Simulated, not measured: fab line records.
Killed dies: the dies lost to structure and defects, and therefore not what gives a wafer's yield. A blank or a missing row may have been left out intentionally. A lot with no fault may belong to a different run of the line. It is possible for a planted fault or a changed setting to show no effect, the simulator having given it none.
Matching of chambers	flow n5_finfet	ald_metal-04 running N5_HKMG_FIN_ALD_91: 4 sister chambers
The step deposits TiN, target thk 1 nm, pulse time 1 s, purge time 3 s. 16 wafers are shown with their chamber, then 8 later ones without.

WAFERS PAIRED WITH THEIR CHAMBERS
wafer	chamber	heater_power_w (W)	precursor_pulse_height_rel
L075.1	0	971	1.003
L075.4	1	868	0.994
L075.5	0	945	1.011
L084.1	2	1128	0.962
L084.2	1	883	1.019
L084.3	3	800	1.026
L085.2	1	875	0.999
L085.3	0	962	1.016
L085.4	2	1129	1.029
L086.2	0	963	0.981
L086.3	1	888	1.030
L086.5	2	1121	0.993
L090.2	1	885	0.984
L090.5	2	1096	0.975
L090.6	1	881	0.986
L092.1	2	1135	0.973

SIGNATURES (means of the wafers above)
reading	chamber 0	chamber 1	chamber 2	chamber 3	scatter within a chamber
heater_power_w	960.25	880.00	1121.80	800.00	11.4
precursor_pulse_height_rel	1.00275	1.00200	0.98640	1.02600	0.0208
Rule: a wafer lies at a distance from a chamber equal to the root of the sum of squares, over the readings, of (its reading less the chamber's mean, divided by the reading's scatter). If the next closest chamber is less than 2 further off than the closest, the wafer can't be placed; otherwise it belongs to the closest. The scatter is the square root of a quotient: the sum, over the shown wafers, of each reading's squared deviation from its chamber's mean, divided by wafers minus chambers.

WAFERS WITHOUT THEIR CHAMBER
wafer	heater_power_w (W)	precursor_pulse_height_rel
L092.4	807	0.988
L092.6	810	0.999
L094.1	814	1.030
L094.2	877	1.015
L094.6	806	0.980
L097.1	947	0.994
L097.2	862	0.993
L097.5	865	1.030

WHICH CHAMBER EACH ONE RAN IN
wafer	from the rows above	in truth
L092.4	3	3
L092.6	3	3
L094.1	3	3
L094.2	1	1
L094.6	3	3
L097.1	0	0
L097.2	1	1
L097.5	1	1
Correctly placed: 8 of 8. From these rows, 0 cannot be placed. Placed wrongly: 0.
